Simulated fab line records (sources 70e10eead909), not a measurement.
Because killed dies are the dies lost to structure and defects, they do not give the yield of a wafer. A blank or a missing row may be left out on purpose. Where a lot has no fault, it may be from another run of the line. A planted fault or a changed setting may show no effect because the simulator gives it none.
Matching of chambers + flow nand harc + 3 sister chambers for NHARC_A_CHANNEL_HOLE_D2_DEP_01 on pecvd-01
The step deposits SiON, target thk 140 nm. 24 wafers are shown with their chamber, then 12 later ones without.

## WAFERS WITH THEIR CHAMBER
| wafer  | chamber | heater power w (W) |
|--------|---------|--------------------|
| L075.2 | 2       | 725                |
| L075.3 | 1       | 713                |
| L075.5 | 0       | 892                |
| L078.2 | 2       | 779                |
| L078.4 | 1       | 793                |
| L078.5 | 0       | 922                |
| L079.2 | 1       | 777                |
| L079.4 | 1       | 768                |
| L079.5 | 0       | 884                |
| L080.3 | 1       | 795                |
| L080.4 | 0       | 833                |
| L080.6 | 0       | 845                |
| L082.1 | 2       | 729                |
| L082.4 | 1       | 777                |
| L082.5 | 0       | 801                |
| L086.1 | 1       | 750                |
| L086.2 | 0       | 893                |
| L086.5 | 0       | 901                |
| L088.1 | 1       | 731                |
| L088.3 | 2       | 748                |
| L088.4 | 0       | 718                |
| L090.1 | 2       | 760                |
| L090.3 | 1       | 777                |
| L090.4 | 2       | 766                |

SIGNATURES (averages over the wafers above)
| reading        | chamber 0 | chamber 1 | chamber 2 | scatter within a chamber |
|----------------|-----------|-----------|-----------|--------------------------|
| heater power w | 854.33    | 764.56    | 751.17    | 44.2                     |
Rule: a wafer's distance from a chamber is the root of the sum, over the readings, of the square of ((its reading less the chamber's mean) divided by the reading's scatter). If the next closest chamber is less than 2 further off than the closest, the wafer can't be placed; otherwise it belongs to the closest. The scatter: the root of (the sum of the squares of (reading less its chamber's mean) over the shown wafers, divided by (wafers less chambers)).

## WAFERS WHOSE CHAMBER IS MISSING
| wafer  | heater power w (W) |
|--------|--------------------|
| L089.1 | 813                |
| L089.2 | 767                |
| L089.3 | 885                |
| L092.1 | 751                |
| L092.2 | 811                |
| L092.4 | 804                |
| L091.1 | 666                |
| L091.3 | 723                |
| L091.5 | 677                |
| L097.1 | 838                |
| L097.5 | 669                |
| L097.6 | 650                |

## WHICH CHAMBER EACH WENT THROUGH
| wafer  | from the rows above          | in truth |
|--------|------------------------------|----------|
| L089.1 | can't be placed: 0 or 1 or 2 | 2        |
| L089.2 | can't be placed: 1 or 2 or 0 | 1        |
| L089.3 | 0                            | 0        |
| L092.1 | can't be placed: 2 or 1      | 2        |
| L092.2 | can't be placed: 0 or 1 or 2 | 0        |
| L092.4 | can't be placed: 1 or 0 or 2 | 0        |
| L091.1 | can't be placed: 2 or 1      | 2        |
| L091.3 | can't be placed: 2 or 1      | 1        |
| L091.5 | can't be placed: 2 or 1      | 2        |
| L097.1 | can't be placed: 0 or 1 or 2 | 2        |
| L097.5 | can't be placed: 2 or 1      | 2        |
| L097.6 | can't be placed: 2 or 1      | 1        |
Correctly placed: 1 of 12. Can't be placed from these rows: 11 (the true chamber is among the candidates in 11). Wrongly placed: 0.
